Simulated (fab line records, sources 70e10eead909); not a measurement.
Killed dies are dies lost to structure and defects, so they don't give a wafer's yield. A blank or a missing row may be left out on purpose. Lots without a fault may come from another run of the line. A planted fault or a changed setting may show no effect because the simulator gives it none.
Problem report in the 8D (eight disciplines) form, filled by code | flow nand_harc | the parts of the form that need people (team, actions taken, sign-off) are left out

1. THE PROBLEM
thk_nm at NHARC_A_ONON_D1_THK_MEAS_18 reads a mean of 1518 nm on 6 wafers of 2 lots; wafers without a fault read 999 nm with a standard deviation of 10. That is +52 standard deviations from the usual mean.
The step: measures by ellipsometry.
First seen on wafer L510.1, day 15 07:31, on film_metro-01. The record holds 42 wafers of 14 lots with a number at this step. Rule for "out", or "out of limits": more than 4 standard deviations from the usual mean. The other wafers with a number count as sound.

2. WHAT IT IS AND WHAT IT IS NOT
question                    | is                     | is not
which readings at this step | thk_nm                 | -
which lots                  | L510, L513             | L494, L495, L496, L497, L498, L499, L501, L502, L504, L511, L516, L517
which wafers of those lots  | all that have a number | -
read on which gauges        | film_metro-01          | film_metro-02
when                        | from day 15 07:31      | up to then (30 sound wafers); but 6 sound wafers of L516, L517 came after

3. SUSPECTS, AND WHAT RULES EACH OUT
Counting: a tool at a process step up to the reading stays a suspect if it ran every lot that is out and no sound lot after the first of them.
- the gauge at NHARC_A_ONON_D1_THK_MEAS_18: ruled out. All the wafers that are out were read on film_metro-01, but those of them that NHARC_END_SORT_01 has rows for are out there too, on other tools.
- pecvd_onon-01 at NHARC_A_ONON_D1_DEP_16 (target thk 1000 nm): kept. It ran every lot that is out, first L510 (day 15 07:00), and no sound lot after that; its last sound lot up to then is L502 (day 11 12:01).
Left after counting: pecvd_onon-01 at NHARC_A_ONON_D1_DEP_16.

4. THE CAUSE (what the simulator had put in)
Process parameter drift: pecvd_onon-01, from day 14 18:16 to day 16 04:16, at NHARC_A_ONON_D1_DEP_16. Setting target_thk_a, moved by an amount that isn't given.
Counting left only this tool.

5. THE CHAIN OF EFFECTS, in route order
Each row: a reading whose mean over the struck wafers that have a number lies more than 3 standard deviations from the usual. Only readings for which the record gives a usual standard deviation are gone through. hours: the time from each lot's start at the first step in this table that gives one to its start at this step, as a median over the lots. sigmas: the change in usual standard deviations.
hours | step                        | reading         | usual  | on struck wafers | change | sigmas
0     | NHARC_A_ONON_D1_THK_MEAS_18 | thk_nm          | 999 nm | 1518             | +519   | +52
391   | NHARC_END_SORT_01           | killed_at_array | 53     | 674              | +621   | +34
391   | NHARC_END_SORT_01           | killed_dies     | 58     | 677              | +619   | +34

6. WHAT WOULD HAVE CAUGHT IT SOONER
In this record the first reading out of limits at a measuring or inspecting step was taken at day 15 07:31, 13 hours after the fault began at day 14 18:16.
Of the tool readings at NHARC_A_ONON_D1_DEP_16 for which the record gives a usual standard deviation, none was out on any struck wafer, so an alarm limit of 4 standard deviations on them would not have fired.
Of the lots that are out (2), L513 began NHARC_A_ONON_D1_DEP_16 on pecvd_onon-01 after day 15 07:31. A hold on the tool at that time would have spared it.
